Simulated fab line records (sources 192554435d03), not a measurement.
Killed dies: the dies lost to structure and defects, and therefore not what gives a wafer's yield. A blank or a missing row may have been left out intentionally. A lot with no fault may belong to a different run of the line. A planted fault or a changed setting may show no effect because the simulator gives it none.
One fault seen from 2 desks + flow n5_finfet + what lay behind the numbers comes last; until then each desk has only its own

## FROM THE METROLOGY DESK
Lot by lot, what the gauges showed, no matter which tool ran the lot: averages of those sampled wafers that carry a number. The brackets show how far a lot's mean lies from the usual mean; more than 4 standard deviations puts the lot out of limits, marked OUT. Only the readings that lie furthest out on some lot appear, 7 of the 10 it has.
Columns: A = DIBL_N at N5_BEOL_M4_RC_MEAS_101, usual 35.8 mV/V; B = IOFF_P at N5_BEOL_M4_RC_MEAS_101, usual 0.204 nA/um; C = ION_N at N5_BEOL_M4_RC_MEAS_101, usual 673 uA/um; D = ION_P at N5_BEOL_M4_RC_MEAS_101, usual 462 uA/um; E = SS_P at N5_BEOL_M4_RC_MEAS_101, usual 73.3 mV/dec; F = VT_N at N5_BEOL_M4_RC_MEAS_101, usual 250.5 mV; G = VT_P at N5_BEOL_M4_RC_MEAS_101, usual -251 mV
| lot  | first seen here | A    | B     | C   | D   | E    | F     | G    |
|------|-----------------|------|-------|-----|-----|------|-------|------|
| L785 | day 9 03:01     | 36.9 | 0.208 | 683 | 467 | 73.3 | 249.8 | -250 |
| L788 | day 9 09:43     | 36.7 | 0.217 | 673 | 463 | 73.9 | 249.0 | -249 |
| L789 | day 9 13:22     | 35.6 | 0.217 | 661 | 462 | 73.2 | 251.5 | -249 |
| L792 | day 10 10:56    | 35.8 | 0.219 | 672 | 462 | 73.5 | 249.7 | -249 |
| L799 | day 12 10:07    | 34.7 | 0.184 | 679 | 467 | 72.3 | 251.0 | -251 |
| L801 | day 12 13:46    | 35.6 | 0.178 | 669 | 457 | 73.1 | 252.5 | -253 |
| L804 | day 13 08:37    | 37.3 | 0.230 | 669 | 466 | 73.5 | 251.8 | -248 |
| L806 | day 13 16:02    | 36.1 | 0.169 | 666 | 457 | 72.8 | 250.9 | -254 |
| L807 | day 14 08:23    | 35.9 | 0.192 | 664 | 458 | 73.1 | 253.0 | -253 |
Result from this desk: across the 9 lots, nothing is out of limits.

## FOR THE TOOL OWNER'S DESK: cmp-03
The tool's own readings at N5_STI_FIN_REVEAL_CMP_04 (polishes, stops on Si3N4, t overpolish 4 s, target thk 131.83 nm): means of the sampled wafers that have a number, for each lot that ran on this tool. The brackets show how far a lot's mean lies from the usual mean; more than 4 standard deviations puts the lot out of limits, marked OUT.
Columns: A = motor_current_A at N5_STI_FIN_REVEAL_CMP_04, usual 8.1 A; B = overpolish_run_s at N5_STI_FIN_REVEAL_CMP_04, usual 4.000 s; C = time_to_endpoint_s at N5_STI_FIN_REVEAL_CMP_04, usual 106 s
| lot  | first seen here | A   | B     | C              |
|------|-----------------|-----|-------|----------------|
| L785 | day 2 16:55     | 8.1 | 4.008 | 108            |
| L788 | day 3 08:47     | 8.4 | 4.004 | 108            |
| L789 | day 3 15:48     | 8.7 | 4.004 | 141 (+6.5) OUT |
| L807 | day 8 02:47     | 8.7 | 4.009 | 107            |
This desk's verdict: out of limits on L789, starting with L789 at day 3 15:48 (time_to_endpoint_s at N5_STI_FIN_REVEAL_CMP_04). L785, L788, L807 stayed within limits.

## PUT TOGETHER
At day 3 15:48, on L789, the tool owner's desk was in a position to raise an alarm.
Nothing out of limits was seen by the metrology desk.
The metrology desk has L789 on record, within its limits.
The lots listed all ran N5_STI_FIN_REVEAL_CMP_04 on cmp-03.

## WHAT THE SIMULATOR HAD INSERTED
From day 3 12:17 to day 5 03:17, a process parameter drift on cmp-03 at N5_STI_FIN_REVEAL_CMP_04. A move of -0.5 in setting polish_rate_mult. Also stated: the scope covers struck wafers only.
Struck lots among those shown: L789.
How many hours passed from the start of the fault until each desk's first out-of-limits reading: the tool owner's desk, 4.
